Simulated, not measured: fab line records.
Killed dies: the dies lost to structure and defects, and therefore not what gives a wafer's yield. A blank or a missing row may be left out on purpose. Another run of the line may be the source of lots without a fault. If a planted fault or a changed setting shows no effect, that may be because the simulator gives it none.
Chamber matching || flow n5_finfet || 4 sister chambers for N5_BEOL_M0_SAQP_MANDREL_ETCH_20 on rie_si-02
The step etches a-Si in HBr/Cl2, stops on SiNx, target depth 60 nm, bt time 10 s, time 30 s. 16 wafers are shown with their chamber, then 8 later ones without.

EACH WAFER AND ITS CHAMBER
{"wafer": "L076.2", "chamber": 2, "drypump_motor_current_A (A)": 6.5, "oes_product_au (a.u.)": 0.769, "he_backside_leak_sccm (sccm)": 3.13}
{"wafer": "L076.3", "chamber": 1, "drypump_motor_current_A (A)": 6.6, "oes_product_au (a.u.)": 0.777, "he_backside_leak_sccm (sccm)": 2.50}
{"wafer": "L076.5", "chamber": 0, "drypump_motor_current_A (A)": 5.8, "oes_product_au (a.u.)": 0.795, "he_backside_leak_sccm (sccm)": 3.06}
{"wafer": "L079.1", "chamber": 1, "drypump_motor_current_A (A)": 6.6, "oes_product_au (a.u.)": 0.778, "he_backside_leak_sccm (sccm)": 2.61}
{"wafer": "L079.4", "chamber": 2, "drypump_motor_current_A (A)": 6.5, "oes_product_au (a.u.)": 0.763, "he_backside_leak_sccm (sccm)": 2.65}
{"wafer": "L079.5", "chamber": 2, "drypump_motor_current_A (A)": 6.5, "oes_product_au (a.u.)": 0.762, "he_backside_leak_sccm (sccm)": 2.75}
{"wafer": "L084.1", "chamber": 1, "drypump_motor_current_A (A)": 6.6, "oes_product_au (a.u.)": 0.783, "he_backside_leak_sccm (sccm)": 2.49}
{"wafer": "L084.2", "chamber": 3, "drypump_motor_current_A (A)": 5.9, "oes_product_au (a.u.)": 0.751, "he_backside_leak_sccm (sccm)": 2.88}
{"wafer": "L084.4", "chamber": 2, "drypump_motor_current_A (A)": 6.4, "oes_product_au (a.u.)": 0.783, "he_backside_leak_sccm (sccm)": 2.74}
{"wafer": "L087.3", "chamber": 1, "drypump_motor_current_A (A)": 6.6, "oes_product_au (a.u.)": 0.778, "he_backside_leak_sccm (sccm)": 2.44}
{"wafer": "L087.4", "chamber": 2, "drypump_motor_current_A (A)": 6.5, "oes_product_au (a.u.)": 0.779, "he_backside_leak_sccm (sccm)": 2.99}
{"wafer": "L087.6", "chamber": 0, "drypump_motor_current_A (A)": 5.8, "oes_product_au (a.u.)": 0.797, "he_backside_leak_sccm (sccm)": 2.86}
{"wafer": "L088.4", "chamber": 1, "drypump_motor_current_A (A)": 6.6, "oes_product_au (a.u.)": 0.771, "he_backside_leak_sccm (sccm)": 2.52}
{"wafer": "L088.5", "chamber": 1, "drypump_motor_current_A (A)": 6.6, "oes_product_au (a.u.)": 0.777, "he_backside_leak_sccm (sccm)": 2.49}
{"wafer": "L088.6", "chamber": 0, "drypump_motor_current_A (A)": 5.8, "oes_product_au (a.u.)": 0.792, "he_backside_leak_sccm (sccm)": 2.92}
{"wafer": "L093.1", "chamber": 0, "drypump_motor_current_A (A)": 5.8, "oes_product_au (a.u.)": 0.799, "he_backside_leak_sccm (sccm)": 2.96}

SIGNATURES (means of the wafers above)
{"reading": "drypump_motor_current_A", "chamber 0": 5.800, "chamber 1": 6.600, "chamber 2": 6.480, "chamber 3": 5.900, "scatter within a chamber": 0.0258}
{"reading": "oes_product_au", "chamber 0": 0.79575, "chamber 1": 0.77733, "chamber 2": 0.77120, "chamber 3": 0.75100, "scatter within a chamber": 0.00617}
{"reading": "he_backside_leak_sccm", "chamber 0": 2.9500, "chamber 1": 2.5083, "chamber 2": 2.8520, "chamber 3": 2.8800, "scatter within a chamber": 0.128}
Rule: a wafer's distance from a chamber is the root of the sum, over the readings, of the square of ((its reading less the chamber's mean) divided by the reading's scatter). The wafer belongs to the nearest chamber; if the next one is less than 2 further off, it can't be placed. How the scatter is found: for the shown wafers, subtract from each reading the mean of its chamber, square and add these, divide the total by (wafers less chambers), then take the root.

WAFERS WITH NO CHAMBER GIVEN
{"wafer": "L093.4", "drypump_motor_current_A (A)": 5.9, "oes_product_au (a.u.)": 0.765, "he_backside_leak_sccm (sccm)": 2.91}
{"wafer": "L093.5", "drypump_motor_current_A (A)": 6.6, "oes_product_au (a.u.)": 0.787, "he_backside_leak_sccm (sccm)": 2.52}
{"wafer": "L096.2", "drypump_motor_current_A (A)": 5.8, "oes_product_au (a.u.)": 0.798, "he_backside_leak_sccm (sccm)": 2.98}
{"wafer": "L096.4", "drypump_motor_current_A (A)": 6.6, "oes_product_au (a.u.)": 0.787, "he_backside_leak_sccm (sccm)": 2.51}
{"wafer": "L096.6", "drypump_motor_current_A (A)": 5.9, "oes_product_au (a.u.)": 0.764, "he_backside_leak_sccm (sccm)": 3.04}
{"wafer": "L097.1", "drypump_motor_current_A (A)": 5.8, "oes_product_au (a.u.)": 0.797, "he_backside_leak_sccm (sccm)": 2.91}
{"wafer": "L097.2", "drypump_motor_current_A (A)": 5.9, "oes_product_au (a.u.)": 0.747, "he_backside_leak_sccm (sccm)": 2.90}
{"wafer": "L097.6", "drypump_motor_current_A (A)": 5.8, "oes_product_au (a.u.)": 0.806, "he_backside_leak_sccm (sccm)": 2.94}

WHICH CHAMBER EACH ONE RAN IN
{"wafer": "L093.4", "from the rows above": 3, "in truth": 3}
{"wafer": "L093.5", "from the rows above": 1, "in truth": 1}
{"wafer": "L096.2", "from the rows above": 0, "in truth": 0}
{"wafer": "L096.4", "from the rows above": 1, "in truth": 1}
{"wafer": "L096.6", "from the rows above": 3, "in truth": 3}
{"wafer": "L097.1", "from the rows above": 0, "in truth": 0}
{"wafer": "L097.2", "from the rows above": 3, "in truth": 3}
{"wafer": "L097.6", "from the rows above": 0, "in truth": 0}
Correctly placed: 8 of 8. Can't be placed from these rows: 0. 0 placed wrongly.
